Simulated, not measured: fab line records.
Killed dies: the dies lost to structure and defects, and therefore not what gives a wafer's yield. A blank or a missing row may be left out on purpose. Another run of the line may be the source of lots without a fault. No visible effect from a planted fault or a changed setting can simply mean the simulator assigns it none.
Chamber matching -- flow n5_finfet -- 4 sister chambers for N5_DUMMY_GATE_ETCH_29 on rie_diel-06
The step etches underlayer in N2/H2, target depth 13 nm. 20 wafers are shown with their chamber, then 10 later ones without.

## WAFERS WITH THEIR CHAMBER
wafer,chamber,drypump_motor_current_A (A),showerhead_plenum_p_Torr (Torr),oes_product_au (a.u.)
L075.2,0,5.85,2.54,0.78
L075.3,1,5.93,2.67,0.76
L075.6,2,5.55,2.55,0.72
L079.1,1,5.95,2.66,0.77
L079.2,0,5.83,2.54,0.76
L079.4,3,5.78,2.61,0.98
L080.2,3,5.77,2.61,0.98
L080.3,1,5.94,2.66,0.76
L080.6,3,5.78,2.61,0.97
L081.1,0,5.85,2.53,0.75
L081.3,3,5.82,2.61,0.97
L081.6,3,5.78,2.61,0.96
L084.1,1,5.93,2.66,0.76
L084.2,3,5.79,2.60,0.95
L084.4,2,5.54,2.54,0.71
L086.2,1,5.96,2.66,0.76
L086.3,3,5.77,2.60,0.95
L086.4,0,5.85,2.53,0.76
L085.1,2,5.52,2.54,0.70
L085.4,0,5.86,2.53,0.74

SIGNATURES (averages over the wafers above)
reading,chamber 0,chamber 1,chamber 2,chamber 3,scatter within a chamber
drypump_motor_current_A,5.8480,5.9420,5.5367,5.7843,0.0146
showerhead_plenum_p_Torr,2.5340,2.6620,2.5433,2.6071,0.00506
oes_product_au,0.7580,0.7620,0.7100,0.9657,0.0115
Rule: a wafer lies at a distance from a chamber equal to the root of the sum of squares, over the readings, of (its reading less the chamber's mean, divided by the reading's scatter). If the next closest chamber is less than 2 further off than the closest, the wafer can't be placed; otherwise it belongs to the closest. The scatter: the root of (the sum of the squares of (reading less its chamber's mean) over the shown wafers, divided by (wafers less chambers)).

## WAFERS WITH NO CHAMBER GIVEN
wafer,drypump_motor_current_A (A),showerhead_plenum_p_Torr (Torr),oes_product_au (a.u.)
L085.5,5.90,2.66,0.75
L088.2,5.81,2.60,0.93
L088.4,5.52,2.54,0.70
L088.6,5.83,2.53,0.74
L090.4,5.76,2.60,0.93
L090.5,5.79,2.60,0.92
L090.6,5.53,2.53,0.69
L092.1,5.92,2.65,0.75
L092.2,5.83,2.53,0.73
L092.4,5.75,2.60,0.92

## CHAMBER TAKEN BY EACH
wafer,from the rows above,in truth
L085.5,1,1
L088.2,3,3
L088.4,2,2
L088.6,0,0
L090.4,3,3
L090.5,3,3
L090.6,2,2
L092.1,1,1
L092.2,0,0
L092.4,3,3
Correctly placed: 10 of 10. From these rows, 0 cannot be placed. Wrongly placed: 0.
